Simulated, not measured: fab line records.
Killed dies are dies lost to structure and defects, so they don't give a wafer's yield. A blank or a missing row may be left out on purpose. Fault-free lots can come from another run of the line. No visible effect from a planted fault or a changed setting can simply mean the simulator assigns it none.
Chamber matching ; flow n5-finfet ; rie-diel-04 running N5_BEOL_M7_ETCH_61: 4 sister chambers
The step etches SiARC in CF4, target depth 45.5 nm, time 75.8 s. 8 wafers are shown with their chamber, then 9 later ones without.

== WAFERS, EACH WITH ITS CHAMBER ==
wafer;chamber;showerhead-plenum-p-Torr (Torr);drypump-motor-current-A (A)
L084.3;2;2.26;6.1
L084.5;3;2.06;6.2
L087.1;2;2.26;6.2
L087.3;1;2.10;5.2
L087.6;0;2.25;4.8
L090.1;0;2.25;4.8
L090.3;1;2.10;5.2
L090.4;3;2.05;6.2

== WAFERS WHOSE CHAMBER IS MISSING ==
wafer;showerhead-plenum-p-Torr (Torr);drypump-motor-current-A (A)
L093.1;2.05;6.2
L093.2;2.09;5.2
L093.4;2.26;6.1
L094.1;2.05;6.2
L094.5;2.09;5.2
L094.6;2.26;6.2
L097.2;2.05;6.2
L097.3;2.09;5.2
L097.5;2.25;4.8

== WHICH CHAMBER EACH WENT THROUGH ==
wafer;from the rows above;in truth
L093.1;3;3
L093.2;1;1
L093.4;2;2
L094.1;3;3
L094.5;1;1
L094.6;2;2
L097.2;3;3
L097.3;1;1
L097.5;0;0
Placed correctly: 9 of 9. Not placeable from these rows: 0. Placed wrongly: 0.
How it was worked out, from the rows above alone: a wafer's distance from a chamber is the root of the sum, over the readings, of the square of ((its reading less the chamber's mean) divided by the reading's scatter). If the next closest chamber is less than 2 further off than the closest, the wafer can't be placed; otherwise it belongs to the closest. A chamber's mean is the mean of its shown wafers. The scatter is the square root of a quotient: the sum, over the shown wafers, of each reading's squared deviation from its chamber's mean, divided by wafers minus chambers.
